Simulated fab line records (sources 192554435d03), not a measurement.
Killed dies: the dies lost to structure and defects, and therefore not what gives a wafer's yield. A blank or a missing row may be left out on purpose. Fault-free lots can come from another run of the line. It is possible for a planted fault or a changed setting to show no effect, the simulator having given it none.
Split-lot study || flow n5Finfet || on a route of 1938 steps: 7 lots, 39 wafers read

ABOUT THE SPLIT
At N5_FIN_CUT_CUT_ETCH_15 (etches Si in HBr/Cl2/O2, target depth 100 nm, bt time 10 s, time 42.4 s), the setting timeS was moved away from the recipe's 42.4 s on 18 of the 39 wafers read, by -58.2% to +48.8%. All remaining wafers had this setting at the recipe value.

The reading is taken at the split's own step.

THE READING
SOC_of_FIN_CUT_COAT_18.thkNm (the simulator's own value, which no gauge read), in nm, at N5_FIN_CUT_CUT_ETCH_15 (etches Si in HBr/Cl2/O2, target depth 100 nm, bt time 10 s, time 42.4 s). The file does not state a usual value for it. Average 170.4 nm, standard deviation 0.63 nm, over the 21 wafers here run with the recipe.

{"wafer": "L074.1", "tool, chamber at the split": "rieSi-03, 1", "timeS as run, s": 42.4, "against the recipe": "recipe", "SOC_of_FIN_CUT_COAT_18.thkNm, nm": 170.4, "against lot-mates on the recipe": "-"}
{"wafer": "L074.4", "tool, chamber at the split": "rieSi-03, 3", "timeS as run, s": 42.4, "against the recipe": "recipe", "SOC_of_FIN_CUT_COAT_18.thkNm, nm": 171.2, "against lot-mates on the recipe": "-"}
{"wafer": "L074.6", "tool, chamber at the split": "rieSi-03, 3", "timeS as run, s": 42.4, "against the recipe": "recipe", "SOC_of_FIN_CUT_COAT_18.thkNm, nm": 170.4, "against lot-mates on the recipe": "-"}
{"wafer": "L075.1", "tool, chamber at the split": "rieSi-03, 2", "timeS as run, s": 53.38, "against the recipe": "+25.9%", "SOC_of_FIN_CUT_COAT_18.thkNm, nm": 159, "against lot-mates on the recipe": -11.1}
{"wafer": "L075.2", "tool, chamber at the split": "rieSi-03, 0", "timeS as run, s": 53.38, "against the recipe": "+25.9%", "SOC_of_FIN_CUT_COAT_18.thkNm, nm": 160.4, "against lot-mates on the recipe": -9.7}
{"wafer": "L075.3", "tool, chamber at the split": "rieSi-03, 3", "timeS as run, s": 42.4, "against the recipe": "recipe", "SOC_of_FIN_CUT_COAT_18.thkNm, nm": 170.6, "against lot-mates on the recipe": "-"}
{"wafer": "L075.4", "tool, chamber at the split": "rieSi-03, 1", "timeS as run, s": 42.4, "against the recipe": "recipe", "SOC_of_FIN_CUT_COAT_18.thkNm, nm": 170.2, "against lot-mates on the recipe": "-"}
{"wafer": "L075.5", "tool, chamber at the split": "rieSi-03, 3", "timeS as run, s": 53.38, "against the recipe": "+25.9%", "SOC_of_FIN_CUT_COAT_18.thkNm, nm": 161.6, "against lot-mates on the recipe": -8.5}
{"wafer": "L075.6", "tool, chamber at the split": "rieSi-03, 0", "timeS as run, s": 42.4, "against the recipe": "recipe", "SOC_of_FIN_CUT_COAT_18.thkNm, nm": 169.6, "against lot-mates on the recipe": "-"}
{"wafer": "L083.1", "tool, chamber at the split": "rieSi-02, 3", "timeS as run, s": 28.71, "against the recipe": "-32.3%", "SOC_of_FIN_CUT_COAT_18.thkNm, nm": 182.6, "against lot-mates on the recipe": "+11.5"}
{"wafer": "L083.2", "tool, chamber at the split": "rieSi-02, 0", "timeS as run, s": 42.4, "against the recipe": "recipe", "SOC_of_FIN_CUT_COAT_18.thkNm, nm": 170, "against lot-mates on the recipe": "-"}
{"wafer": "L083.3", "tool, chamber at the split": "rieSi-02, 1", "timeS as run, s": 28.71, "against the recipe": "-32.3%", "SOC_of_FIN_CUT_COAT_18.thkNm, nm": 183, "against lot-mates on the recipe": "+11.9"}
{"wafer": "L083.4", "tool, chamber at the split": "rieSi-02, 2", "timeS as run, s": 42.4, "against the recipe": "recipe", "SOC_of_FIN_CUT_COAT_18.thkNm, nm": 171.6, "against lot-mates on the recipe": "-"}
{"wafer": "L083.5", "tool, chamber at the split": "rieSi-02, 2", "timeS as run, s": 42.4, "against the recipe": "recipe", "SOC_of_FIN_CUT_COAT_18.thkNm, nm": 171.8, "against lot-mates on the recipe": "-"}
{"wafer": "L083.6", "tool, chamber at the split": "rieSi-02, 1", "timeS as run, s": 28.71, "against the recipe": "-32.3%", "SOC_of_FIN_CUT_COAT_18.thkNm, nm": 182.6, "against lot-mates on the recipe": "+11.5"}
{"wafer": "L084.1", "tool, chamber at the split": "rieSi-05, 2", "timeS as run, s": 23.58, "against the recipe": "-44.4%", "SOC_of_FIN_CUT_COAT_18.thkNm, nm": 187, "against lot-mates on the recipe": "+16.5"}
{"wafer": "L084.2", "tool, chamber at the split": "rieSi-05, 1", "timeS as run, s": 42.4, "against the recipe": "recipe", "SOC_of_FIN_CUT_COAT_18.thkNm, nm": 170, "against lot-mates on the recipe": "-"}
{"wafer": "L084.3", "tool, chamber at the split": "rieSi-05, 3", "timeS as run, s": 23.58, "against the recipe": "-44.4%", "SOC_of_FIN_CUT_COAT_18.thkNm, nm": 187.2, "against lot-mates on the recipe": "+16.7"}
{"wafer": "L084.4", "tool, chamber at the split": "rieSi-05, 0", "timeS as run, s": 42.4, "against the recipe": "recipe", "SOC_of_FIN_CUT_COAT_18.thkNm, nm": 171, "against lot-mates on the recipe": "-"}
{"wafer": "L084.5", "tool, chamber at the split": "rieSi-05, 2", "timeS as run, s": 42.4, "against the recipe": "recipe", "SOC_of_FIN_CUT_COAT_18.thkNm, nm": 170.6, "against lot-mates on the recipe": "-"}
{"wafer": "L084.6", "tool, chamber at the split": "rieSi-05, 3", "timeS as run, s": 23.58, "against the recipe": "-44.4%", "SOC_of_FIN_CUT_COAT_18.thkNm, nm": 186.2, "against lot-mates on the recipe": "+15.7"}
{"wafer": "L091.1", "tool, chamber at the split": "rieSi-02, 2", "timeS as run, s": 42.4, "against the recipe": "recipe", "SOC_of_FIN_CUT_COAT_18.thkNm, nm": 170.4, "against lot-mates on the recipe": "-"}
{"wafer": "L091.2", "tool, chamber at the split": "rieSi-02, 3", "timeS as run, s": 63.08, "against the recipe": "+48.8%", "SOC_of_FIN_CUT_COAT_18.thkNm, nm": 152, "against lot-mates on the recipe": -18.3}
{"wafer": "L091.3", "tool, chamber at the split": "rieSi-02, 0", "timeS as run, s": 63.08, "against the recipe": "+48.8%", "SOC_of_FIN_CUT_COAT_18.thkNm, nm": 152.2, "against lot-mates on the recipe": -18.1}
{"wafer": "L091.4", "tool, chamber at the split": "rieSi-02, 1", "timeS as run, s": 63.08, "against the recipe": "+48.8%", "SOC_of_FIN_CUT_COAT_18.thkNm, nm": 153, "against lot-mates on the recipe": -17.3}
{"wafer": "L091.5", "tool, chamber at the split": "rieSi-02, 3", "timeS as run, s": 42.4, "against the recipe": "recipe", "SOC_of_FIN_CUT_COAT_18.thkNm, nm": 170, "against lot-mates on the recipe": "-"}
{"wafer": "L091.6", "tool, chamber at the split": "rieSi-02, 0", "timeS as run, s": 42.4, "against the recipe": "recipe", "SOC_of_FIN_CUT_COAT_18.thkNm, nm": 170.6, "against lot-mates on the recipe": "-"}
{"wafer": "L093.1", "tool, chamber at the split": "rieSi-02, 1", "timeS as run, s": 42.4, "against the recipe": "recipe", "SOC_of_FIN_CUT_COAT_18.thkNm, nm": 169.6, "against lot-mates on the recipe": "-"}
{"wafer": "L093.2", "tool, chamber at the split": "rieSi-02, 0", "timeS as run, s": 42.4, "against the recipe": "recipe", "SOC_of_FIN_CUT_COAT_18.thkNm, nm": 169.2, "against lot-mates on the recipe": "-"}
{"wafer": "L093.3", "tool, chamber at the split": "rieSi-02, 3", "timeS as run, s": 34.1, "against the recipe": "-19.6%", "SOC_of_FIN_CUT_COAT_18.thkNm, nm": 177.2, "against lot-mates on the recipe": "+7.5"}
{"wafer": "L093.4", "tool, chamber at the split": "rieSi-02, 0", "timeS as run, s": 34.1, "against the recipe": "-19.6%", "SOC_of_FIN_CUT_COAT_18.thkNm, nm": 177.6, "against lot-mates on the recipe": "+7.9"}
{"wafer": "L093.5", "tool, chamber at the split": "rieSi-02, 3", "timeS as run, s": 34.1, "against the recipe": "-19.6%", "SOC_of_FIN_CUT_COAT_18.thkNm, nm": 176.4, "against lot-mates on the recipe": "+6.7"}
{"wafer": "L093.6", "tool, chamber at the split": "rieSi-02, 1", "timeS as run, s": 42.4, "against the recipe": "recipe", "SOC_of_FIN_CUT_COAT_18.thkNm, nm": 170.4, "against lot-mates on the recipe": "-"}
{"wafer": "L094.1", "tool, chamber at the split": "rieSi-03, 2", "timeS as run, s": 17.73, "against the recipe": "-58.2%", "SOC_of_FIN_CUT_COAT_18.thkNm, nm": 191, "against lot-mates on the recipe": "+21.0"}
{"wafer": "L094.2", "tool, chamber at the split": "rieSi-03, 3", "timeS as run, s": 42.4, "against the recipe": "recipe", "SOC_of_FIN_CUT_COAT_18.thkNm, nm": 170.2, "against lot-mates on the recipe": "-"}
{"wafer": "L094.3", "tool, chamber at the split": "rieSi-03, 1", "timeS as run, s": 17.73, "against the recipe": "-58.2%", "SOC_of_FIN_CUT_COAT_18.thkNm, nm": 191.2, "against lot-mates on the recipe": "+21.2"}
{"wafer": "L094.4", "tool, chamber at the split": "rieSi-03, 0", "timeS as run, s": 42.4, "against the recipe": "recipe", "SOC_of_FIN_CUT_COAT_18.thkNm, nm": 169.8, "against lot-mates on the recipe": "-"}
{"wafer": "L094.5", "tool, chamber at the split": "rieSi-03, 0", "timeS as run, s": 17.73, "against the recipe": "-58.2%", "SOC_of_FIN_CUT_COAT_18.thkNm, nm": 191.4, "against lot-mates on the recipe": "+21.4"}
{"wafer": "L094.6", "tool, chamber at the split": "rieSi-03, 3", "timeS as run, s": 42.4, "against the recipe": "recipe", "SOC_of_FIN_CUT_COAT_18.thkNm, nm": 170, "against lot-mates on the recipe": "-"}

FIT RESULTS
A straight line over all 39 wafers: SOC_of_FIN_CUT_COAT_18.thkNm changes by -0.368 nm for each +1% of timeS; r = -1.00; the points scatter about the line by 0.67 nm.
The same after taking each lot's own level away (the mean of its wafers on the recipe; 39 wafers): -0.367 nm for each +1%; r = -1.00; scatter 0.53 nm.
That fit puts the effect of the largest move of timeS on the reading at 21 nm.
The span of the lots' own levels, 169.73 to 171.13 nm, comes to 2.2 times the standard deviation stated above.
So the lot-to-lot level changes the slope little: the two slopes agree.
Check: with one of the wafers moved furthest among these (-58.2%) left out of the fit, the line predicts +21.3 nm for it against its lot-mates. Against them it came out at +21 nm.

THESE WAFERS: OTHER SPLITS
These wafers also went through other splits before the reading. Each is held against what the fit with the lots' levels taken away leaves over:
{"other split on the same wafers": "N5_FIN_SAQP_ETCH_65 timeS", "wafers away from the commonest value": 15, "r with SOC_of_FIN_CUT_COAT_18.thkNm (lot level and that fit taken away)": "+0.02"}

THE WHOLE CHAIN: every reading that the file lists as answering this split, in the file's order
{"step": "N5_FIN_CUT_CUT_ETCH_15", "what it does": "etches Si in HBr/Cl2/O2, target depth 100 nm, bt time 10 s, time 42.4 s", "reading": "etch.depthNm (the simulator's own value, which no gauge read)", "change (the file's fit)": "+0.987 nm for each +1% of the setting", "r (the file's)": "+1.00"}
{"step": "N5_FIN_CUT_CUT_ETCH_15", "what it does": "etches Si in HBr/Cl2/O2, target depth 100 nm, bt time 10 s, time 42.4 s", "reading": "FIN_CUT.featureDepthNm (the simulator's own value, which no gauge read)", "change (the file's fit)": "+0.987 nm for each +1% of the setting", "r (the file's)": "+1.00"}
{"step": "N5_FIN_CUT_CUT_ETCH_15", "what it does": "etches Si in HBr/Cl2/O2, target depth 100 nm, bt time 10 s, time 42.4 s", "reading": "SOC_of_FIN_CUT_COAT_18.thkNm (the simulator's own value, which no gauge read)", "change (the file's fit)": "-0.366 nm for each +1% of the setting", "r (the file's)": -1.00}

THE FILE'S OWN FIT
SOC_of_FIN_CUT_COAT_18.thkNm changes by -0.366 nm for each +1% of timeS, r = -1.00.
